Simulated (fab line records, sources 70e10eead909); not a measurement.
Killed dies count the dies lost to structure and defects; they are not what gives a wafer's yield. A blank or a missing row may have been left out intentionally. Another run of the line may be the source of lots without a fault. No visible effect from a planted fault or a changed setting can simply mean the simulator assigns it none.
A lot that was struck, set against a sound lot ; flow nand-harc ; 14 out of 1159 route steps
Sound: wafers L866.2, L866.3, L866.4. Wafers L864.1, L864.5, L864.6 were the ones struck. At the end, the cause is stated.
For every step that has rows: the tool of each side, followed by ch and its chambers, followed by its first start. Under that, the readings that differ: sound wafers ; struck wafers ; difference of the means ; sigmas: that difference in standard deviations of wafers without a fault.
alike: readings with means less than 2 such deviations apart, plus words and numbers identical on both sides. not compared: withheld readings, readings lacking a value on some wafer, bounds such as >300 that could conceal the same value, and numbers that have no deviation in the record and whose values overlap.
The two part at a step that has a row with sigmas, a row that says differs or no value, or rows on one side only. Non-overlapping numbers with no deviation appear without sigmas and do not part them. A reading missing from all wafers of one side parts the sides only when that side holds two or more wafers.

NHARC_P_GATE_ETCHBACK_37: etches the open film in CHF3/O2, target depth 34.5 nm, time 17.2 s.
  sound: rie-diel-08 ch 0,2,3; struck: rie-diel-08 ch 1,2
  alike: drypump-motor-current-A, oes-product-au, rf-vpp-V, showerhead-plenum-p-Torr, throttle-valve-pct
  not compared: rf-hours-counter-h
NHARC_P_GATE_STRIP_101: strips in O2, time 20 s.
  sound on rie-diel-08 ch 1,2,3, day 9 02:31; struck on rie-diel-08 ch 0,1, day 8 18:29
  alike: drypump-motor-current-A, oes-product-au, rf-vpp-V, showerhead-plenum-p-Torr, throttle-valve-pct
  not compared: rf-hours-counter-h
then, 10 steps without rows for these wafers: NHARC_P_GATE_PRECLEAN_97 (cleans in SPM, time 600 s); NHARC_P_GATE_SRD_98; NHARC_P_GATE_PRECLEAN_99 (cleans in SC1); NHARC_P_GATE_SRD_100; NHARC_P_GATE_DEHYDRATE_38 (time 120 s); NHARC_P_GATE_HMDS_39 (time 30 s); NHARC_P_GATE_COAT_40; NHARC_P_GATE_SOFTBAKE_41 (time 95 s); NHARC_P_GATE_EBR_42; NHARC_P_GATE_EXPOSE_43 (exposes mask P NSD, target cd 720 nm).
NHARC_P_GATE_PEB_44: peb time 85 s.
  sound on litho-track-03 ch 0, day 9 03:20; struck on litho-track-05, day 8 19:11
  no value came back on the struck wafers for chill-plate-temp-C (C), exhaust-pa (Pa), resist-line-temp-C (C); on the sound wafers chill-plate-temp-C (C) reads 22.82 22.95 22.86
then, 1 step without rows for these wafers: NHARC_P_GATE_DEVELOP_45 (time 70 s).

== WHERE THEY PART ==
Only at NHARC_P_GATE_PEB_44, as far as this record shows.

WHY: whatever the simulator had introduced
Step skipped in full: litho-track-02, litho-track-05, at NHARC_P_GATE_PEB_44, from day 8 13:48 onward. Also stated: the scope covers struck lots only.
